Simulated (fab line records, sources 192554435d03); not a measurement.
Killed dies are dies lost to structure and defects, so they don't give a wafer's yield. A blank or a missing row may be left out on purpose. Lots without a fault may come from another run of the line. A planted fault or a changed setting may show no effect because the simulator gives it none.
Which tool did it? | flow n5_finfet | 20 lots, 60 wafers sampled, at 4 steps of a route of 1938

WHAT THE GAUGES READ, wafer by wafer
N5_HKMG_FIN_CD_MEAS_12: target cd 92.8 nm. Usual: cd_nm 92.7 nm, standard deviation 0.49.
lot  | measured    | on        | cd_nm (nm)     | flag
L074 | day 4 06:30 | cd_sem-03 | 93.2 93.4 93.0 |
L075 | day 4 10:50 | cd_sem-03 | 93.1 93.2 93.1 |
L076 | day 4 16:46 | cd_sem-02 | 92.9 92.2 93.0 |
L077 | day 5 00:10 | cd_sem-03 | 92.6 92.9 92.6 |
L078 | day 5 05:05 | cd_sem-03 | 92.3 93.2 92.9 |
L080 | day 5 18:41 | cd_sem-03 | 92.0 92.6 92.5 |
L081 | day 6 02:46 | cd_sem-02 | 92.0 92.5 92.6 |
L082 | day 6 08:14 | cd_sem-02 | 93.7 93.3 92.0 |
L084 | day 7 01:55 | cd_sem-02 | 92.1 93.0 93.2 |
L085 | day 7 05:30 | cd_sem-03 | 92.5 92.5 91.6 |
L086 | day 7 08:40 | cd_sem-02 | 92.6 92.2 91.9 |
L087 | day 7 12:55 | cd_sem-01 | 92.8 93.0 93.0 |
L088 | day 7 17:09 | cd_sem-03 | 92.7 92.7 92.8 |
L089 | day 7 23:45 | cd_sem-01 | 93.1 92.9 92.5 |
L091 | day 8 11:01 | cd_sem-03 | 92.3 92.6 93.8 |
L092 | day 8 20:10 | cd_sem-02 | 92.6 93.0 93.4 |
L094 | day 9 03:59 | cd_sem-01 | 93.6 92.6 93.0 |
L095 | day 9 08:09 | cd_sem-02 | 93.2 92.9 93.2 |
L096 | day 9 12:16 | cd_sem-01 | 92.7 93.0 93.3 |
L097 | day 9 21:02 | cd_sem-02 | 92.6 92.9 93.7 |

N5_GATE_CUT_INSPECT_15: inspects for defects (brightfield). Usual: raw_defect_count 142, standard deviation 43.
lot  | measured     | on                | raw_defect_count | flag
L074 | day 4 15:49  | defect_inspect-01 | 95 117 106       |
L075 | day 4 22:15  | defect_inspect-01 | 87 152 168       |
L076 | day 5 05:05  | defect_inspect-01 | 173 120 155      |
L077 | day 5 08:49  | defect_inspect-02 | 89 131 124       |
L078 | day 5 13:49  | defect_inspect-01 | 242 196 220      |
L080 | day 6 02:54  | defect_inspect-01 | 63 83 74         |
L081 | day 6 10:55  | defect_inspect-01 | 137 134 154      |
L082 | day 6 16:40  | defect_inspect-01 | 177 131 119      |
L084 | day 7 10:34  | defect_inspect-01 | 169 142 133      |
L085 | day 7 14:32  | defect_inspect-01 | 147 130 104      |
L086 | day 7 17:37  | defect_inspect-01 | 133 186 178      |
L087 | day 7 21:55  | defect_inspect-01 | 212 129 221      |
L088 | day 8 01:54  | defect_inspect-01 | 117 136 336      |
L089 | day 8 08:19  | defect_inspect-01 | 167 157 133      |
L091 | day 8 19:26  | defect_inspect-02 | 95 77 183        |
L092 | day 9 04:39  | defect_inspect-02 | 146 162 79       |
L094 | day 9 12:46  | defect_inspect-02 | 124 134 226      |
L095 | day 9 16:28  | defect_inspect-02 | 91 143 75        |
L096 | day 9 21:07  | defect_inspect-02 | 71 179 117       |
L097 | day 10 06:40 | defect_inspect-01 | 120 105 88       |

WHICH TOOL RAN EACH LOT (tool, then ch and the chambers of the sampled wafers, then the start)
lot  | N5_HKMG_FIN_STRIP_93              | N5_GATE_CUT_VAPOR_ETCH_60
L074 | rie_diel-04 ch 1,2,3, day 4 03:57 | rie_metal-03 ch 0,1, day 4 11:27
L075 | rie_diel-02 ch 0,2,3, day 4 08:16 | rie_metal-01 ch 0,1, day 4 15:35
L076 | rie_diel-04 ch 2,3, day 4 14:09   | rie_metal-01 ch 0,1, day 4 21:30
L077 | rie_diel-02 ch 0,1, day 4 21:37   | rie_metal-01 ch 0,1, day 5 05:20
L078 | rie_diel-05 ch 0,1,2, day 5 02:38 | rie_metal-01 ch 0,1, day 5 10:19
L080 | rie_diel-05 ch 0,3, day 5 16:16   | rie_metal-01 ch 0,1, day 5 23:26
L081 | rie_diel-05 ch 0,1,2, day 6 00:20 | rie_metal-03 ch 0,1, day 6 07:32
L082 | rie_diel-02 ch 0,1,2, day 6 05:48 | rie_metal-01 ch 0,1, day 6 12:59
L084 | rie_diel-05 ch 0,1,2, day 6 23:01 | rie_metal-01 ch 0, day 7 07:00
L085 | rie_diel-05 ch 0,1,3, day 7 02:52 | rie_metal-01 ch 0, day 7 10:59
L086 | rie_diel-02 ch 1,2,3, day 7 06:04 | rie_metal-02 ch 0,1, day 7 14:04
L087 | rie_diel-05 ch 1,2,3, day 7 10:14 | rie_metal-01 ch 0, day 7 18:06
L088 | rie_diel-04 ch 2,3, day 7 14:29   | rie_metal-03 ch 0,1, day 7 21:59
L089 | rie_diel-04 ch 1,2,3, day 7 21:08 | rie_metal-02 ch 0,1, day 8 04:50
L091 | rie_diel-02 ch 0,2,3, day 8 08:23 | rie_metal-01 ch 0,1, day 8 15:46
L092 | rie_diel-04 ch 0,2,3, day 8 17:37 | rie_metal-02 ch 0,1, day 9 01:01
L094 | rie_diel-04 ch 1,2, day 9 01:26   | rie_metal-02 ch 0,1, day 9 09:13
L095 | rie_diel-04 ch 1,2,3, day 9 05:43 | rie_metal-03 ch 0,1, day 9 13:05
L096 | rie_diel-02 ch 0,1,2, day 9 09:41 | rie_metal-01 ch 0,1, day 9 17:01
L097 | rie_diel-04 ch 0,1,2, day 9 18:26 | rie_metal-03 ch 0,1, day 10 03:08
- N5_HKMG_FIN_STRIP_93: strips SOC in N2/H2, time 20 s.
- N5_GATE_CUT_VAPOR_ETCH_60: etches HfO2 in BCl3/Cl2.

WHAT THE TOOLS THEMSELVES READ (means of the sampled wafers that have a number; where no wafer has one, the mark that the record gives instead)
N5_HKMG_FIN_STRIP_93. Usual: chamber_pressure_mTorr 49.99 mTorr, standard deviation 0.045; drypump_motor_current_A 5.5 A, standard deviation 0.38; oes_product_au 0.78 a.u., standard deviation 0.091; rf_fwd_power_W 496.1 W, standard deviation 1.9; rf_vpp_V 54.1 V, standard deviation 0.85; showerhead_plenum_p_Torr 3.34 Torr, standard deviation 0.12; throttle_valve_pct 19.0 %, standard deviation 0.38.
lot  | tool        | chamber_pressure_mTorr (mTorr) | drypump_motor_current_A (A) | oes_product_au (a.u.) | rf_fwd_power_W (W) | rf_vpp_V (V) | showerhead_plenum_p_Torr (Torr) | throttle_valve_pct (%) | flag
L074 | rie_diel-04 | 49.97                          | 5.2                         | 0.80                  | 496.1              | 53.9         | 3.32                            | 18.8                   |
L075 | rie_diel-02 | 49.99                          | 5.7                         | 0.82                  | 495.6              | 54.4         | 3.38                            | 19.2                   |
L076 | rie_diel-04 | 50.00                          | 5.3                         | 0.79                  | 495.8              | 53.1         | 3.24                            | 18.8                   |
L077 | rie_diel-02 | 50.03                          | 5.5                         | 0.79                  | 496.4              | 53.9         | 3.30                            | 19.4                   |
L078 | rie_diel-05 | 50.01                          | 5.4                         | 0.77                  | 496.6              | 54.2         | 3.38                            | 18.9                   |
L080 | rie_diel-05 | 50.02                          | 5.2                         | 0.78                  | 496.0              | 53.7         | 3.33                            | 18.7                   |
L081 | rie_diel-05 | 50.00                          | 5.4                         | 0.76                  | 495.3              | 53.6         | 3.37                            | 19.0                   |
L082 | rie_diel-02 | 50.03                          | 5.5                         | 0.79                  | 497.6              | 54.2         | 3.38                            | 19.1                   |
L084 | rie_diel-05 | 49.98                          | 5.5                         | 0.76                  | 497.4              | 54.3         | 3.37                            | 19.0                   |
L085 | rie_diel-05 | 49.96                          | 5.4                         | 0.82                  | 495.7              | 54.6         | 3.40                            | 18.8                   |
L086 | rie_diel-02 | 50.02                          | 5.4                         | 0.84                  | 496.5              | 54.3         | 3.44                            | 18.8                   |
L087 | rie_diel-05 | 50.01                          | 5.7                         | 0.79                  | 494.6              | 54.2         | 3.43                            | 19.1                   |
L088 | rie_diel-04 | 49.97                          | 5.1                         | 0.82                  | 494.3              | 54.6         | 3.25                            | 18.7                   |
L089 | rie_diel-04 | 50.02                          | 5.2                         | 0.76                  | 494.6              | 53.8         | 3.31                            | 18.9                   |
L091 | rie_diel-02 | 50.00                          | 5.7                         | 0.77                  | 494.7              | 54.4         | 3.37                            | 19.2                   |
L092 | rie_diel-04 | 50.03                          | 5.5                         | 0.75                  | 496.1              | 53.6         | 3.22                            | 18.9                   |
L094 | rie_diel-04 | 49.99                          | 5.1                         | 0.76                  | 496.8              | 54.3         | 3.38                            | 19.0                   |
L095 | rie_diel-04 | 49.97                          | 5.2                         | 0.75                  | 495.2              | 54.0         | 3.30                            | 18.9                   |
L096 | rie_diel-02 | 49.99                          | 5.5                         | 0.76                  | 497.0              | 54.9         | 3.37                            | 19.1                   |
L097 | rie_diel-04 | 49.99                          | 5.3                         | 0.75                  | 496.4              | 54.5         | 3.30                            | 19.0                   |

N5_GATE_CUT_VAPOR_ETCH_60. Usual: drypump_motor_current_A 5.6 A, standard deviation 0.51; oes_product_au 0.71 a.u., standard deviation 0.11.
lot  | tool         | drypump_motor_current_A (A) | oes_product_au (a.u.) | flag
L074 | rie_metal-03 | 6.0                         | 0.71                  |
L075 | rie_metal-01 | 5.3                         | 0.66                  |
L076 | rie_metal-01 | 5.3                         | 0.66                  |
L077 | rie_metal-01 | 5.3                         | 0.66                  |
L078 | rie_metal-01 | 5.3                         | 0.65                  |
L080 | rie_metal-01 | 5.6                         | 0.67                  |
L081 | rie_metal-03 | 6.0                         | 0.71                  |
L082 | rie_metal-01 | 5.6                         | 0.66                  |
L084 | rie_metal-01 | 4.9                         | 0.63                  |
L085 | rie_metal-01 | 4.9                         | 0.63                  |
L086 | rie_metal-02 | 5.9                         | 0.86                  |
L087 | rie_metal-01 | 4.9                         | 0.63                  |
L088 | rie_metal-03 | 6.0                         | 0.77                  |
L089 | rie_metal-02 | 5.7                         | 0.77                  |
L091 | rie_metal-01 | 5.3                         | 0.64                  |
L092 | rie_metal-02 | 5.7                         | 0.77                  |
L094 | rie_metal-02 | 5.7                         | 0.76                  |
L095 | rie_metal-03 | 6.0                         | 0.77                  |
L096 | rie_metal-01 | 5.6                         | 0.66                  |
L097 | rie_metal-03 | 6.0                         | 0.69                  |

THE ANSWER, worked out from the rows above alone
Rule: a lot is off if the mean of its wafers that have a number lies more than 3 standard deviations from the usual mean. A lot without any number at a reading at which 4 lots or more have one is off too. The other lots that the step has rows for count as sound. The gauges are gone through in route order, then the tools' own readings, and for those a lot's mean is taken as printed above. The first step at which some lot is off is used, and at that step the reading that is off furthest; a lot without a number counts as furthest.
No lot is off at any reading shown: from this, nothing can be told.

WHAT THE SIMULATOR HAD PUT IN
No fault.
